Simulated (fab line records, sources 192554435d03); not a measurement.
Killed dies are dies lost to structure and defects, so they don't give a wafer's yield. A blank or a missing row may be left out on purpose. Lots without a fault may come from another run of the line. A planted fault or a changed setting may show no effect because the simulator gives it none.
A struck lot beside a sound one | flow n5_finfet | 16 steps out of a route of 1938
Sound: wafers L289.4, L289.5, L289.6. Struck: wafer L295.2. (L295.5 of the same lot was not struck and is left out.) The cause comes at the end.
At each step with rows: each side's tool, then ch and its chambers, then its first start. Under that, the readings that differ: sound wafers | struck wafers | difference of the means | sigmas: that difference in standard deviations of wafers without a fault.
alike: readings whose means differ by less than 2 such deviations, and words and numbers that are the same on both sides. not compared: withheld readings, readings that some wafer has no value for, bounds like >300 that may hide the same value, and numbers for which the record gives no deviation and whose values overlap.
The two part at a step that has a row with sigmas, a row that says differs or no value, or rows on one side only. Numbers that don't overlap but have no deviation are shown without sigmas and don't part them. A reading that every wafer of one side lacks parts them only if that side has two wafers or more.

first, 4 steps without rows for these wafers: N5_BEOL_M3_SOFTBAKE_23 (time 60 s); N5_BEOL_M3_EXPOSE_25 (exposes mask V2, defocus 5 nm); N5_BEOL_M3_PEB_26 (peb time 60 s); N5_BEOL_M3_DEVELOP_27 (develop time 30 s).
N5_BEOL_M3_CD_MEAS_28: target cd 25.7 nm, target cd y 23.3 nm.
  sound on cd_sem-01 ch 0, day 7 23:59; struck on cd_sem-03 ch 0, day 9 20:19
  alike: cd_nm
N5_BEOL_M3_OVL_MEAS_29:
  sound on overlay-02 ch 0, day 8 00:01; struck on overlay-01 ch 0, day 9 20:21
  alike: V2_OVL
N5_BEOL_M3_INSPECT_30: inspects for defects (brightfield).
  sound on defect_inspect-02, day 8 00:04; struck on defect_inspect-01, day 9 20:24
  alike: raw_defect_count
N5_BEOL_M3_DESCUM_33: chemistry O2, time 7 s.
  sound on rie_diel-02 ch 1,2,3, day 8 00:06; struck on rie_diel-02 ch 2, day 9 20:26
  alike: drypump_motor_current_A, oes_product_au, rf_fwd_power_W, rf_vpp_V, showerhead_plenum_p_Torr, throttle_valve_pct
  not compared: rf_hours_counter_h
N5_BEOL_M3_ETCH_77: etches underlayer in N2/H2, target depth 6.5 nm, time 5.2 s.
  sound on rie_diel-02 ch 1,2,3, day 8 00:08; struck on rie_diel-02 ch 2, day 9 20:28
  alike: drypump_motor_current_A, etch_rf_on_time_s, oes_product_au, rf_fwd_power_W, rf_vpp_V, showerhead_plenum_p_Torr, throttle_valve_pct
  not compared: rf_hours_counter_h
N5_BEOL_M3_ETCH_69: etches SiARC in CF4, target depth 15.6 nm, time 26 s.
  sound on rie_diel-02 ch 1,2,3, day 8 00:09; struck on rie_diel-02 ch 2, day 9 20:29
  alike: drypump_motor_current_A, etch_rf_on_time_s, oes_product_au, rf_fwd_power_W, rf_vpp_V, showerhead_plenum_p_Torr, throttle_valve_pct
  not compared: rf_hours_counter_h
N5_BEOL_M3_ALD_98: deposits SiO2, target thk 2.5 nm, pulse time 1 s, co reactant pulse time 1 s.
  sound on ald_sin-01 ch 1,2, day 8 00:14; struck on ald_sin-03 ch 3, day 9 21:13
  alike: heater_power_w, precursor_pulse_height_rel
N5_BEOL_M3_ETCHBACK_99: etches SiO2 in CHF3, target depth 5 nm, time 10.4 s.
  sound on rie_diel-01 ch 0,3, day 8 05:56; struck on rie_diel-01 ch 3, day 9 22:20
  alike: drypump_motor_current_A, oes_product_au, rf_fwd_power_W, rf_vpp_V, showerhead_plenum_p_Torr, throttle_valve_pct
  not compared: rf_hours_counter_h
N5_BEOL_M3_ETCH_70: etches SOC in N2/H2, target depth 80 nm, overetch 16 nm, time 120 s.
  sound on rie_diel-01 ch 0,3, day 8 05:58; struck on rie_diel-01 ch 3, day 9 22:22
  reading          | sound             | struck | difference | sigmas
  run_length_s (s) | 143.1 143.6 143.3 | 136.5  | -6.8       | -19
  alike: drypump_motor_current_A, oes_product_au, rf_vpp_V, showerhead_plenum_p_Torr, throttle_valve_pct
  not compared: rf_fwd_power_W, rf_hours_counter_h
then, 1 step without rows for these wafers: N5_BEOL_M3_STRIP_71 (strips in N2/H2).
N5_BEOL_M4_RC_MEAS_101:
  sound on prober-01 ch 0, day 9 03:30; struck on prober-01 ch 0, day 10 12:22
  reading       | sound          | struck | difference | sigmas
  SS_P (mV/dec) | 75.9 73.8 73.0 | 72.5   | -1.7       | -2
  alike: DIBL_N, DIBL_P, IOFF_N, IOFF_P, ION_N, ION_P, SS_N, VT_N, VT_P
-- the record jumps here: 4 days lie between the struck wafers' starts before and after (it left off in module BEOL_M4 and takes up again in module PASSIVATION, whose first step shown is number 1936 of the route) --
N5_PASSIVATION_PROBE_49:
  sound on prober-01, day 13 08:23; struck on prober-01, day 14 15:47
  reading            | sound    | struck | difference | sigmas
  killed_at_M0_to_M3 | 39 46 32 | 14     | -25        | -2
  killed_at_M4_up    | 12 6 10  | 20     | +11        | +2
  alike: defect_limited_yield, killed_at_contacts, killed_at_front_end, killed_at_other, killed_dies, killed_open, killed_short, sort_bin_4_leakage, sort_bin_5_function, sort_bin_6_memory, sort_n_pass, sort_yield_pct

WHERE THEY PART
First at N5_BEOL_M3_ETCH_70; last, within this record, at N5_PASSIVATION_PROBE_49.

WHY: what the simulator had put in
Process parameter drift: rie_diel-01, from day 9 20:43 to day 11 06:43, at N5_BEOL_M3_ETCH_70. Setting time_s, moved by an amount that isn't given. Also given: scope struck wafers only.
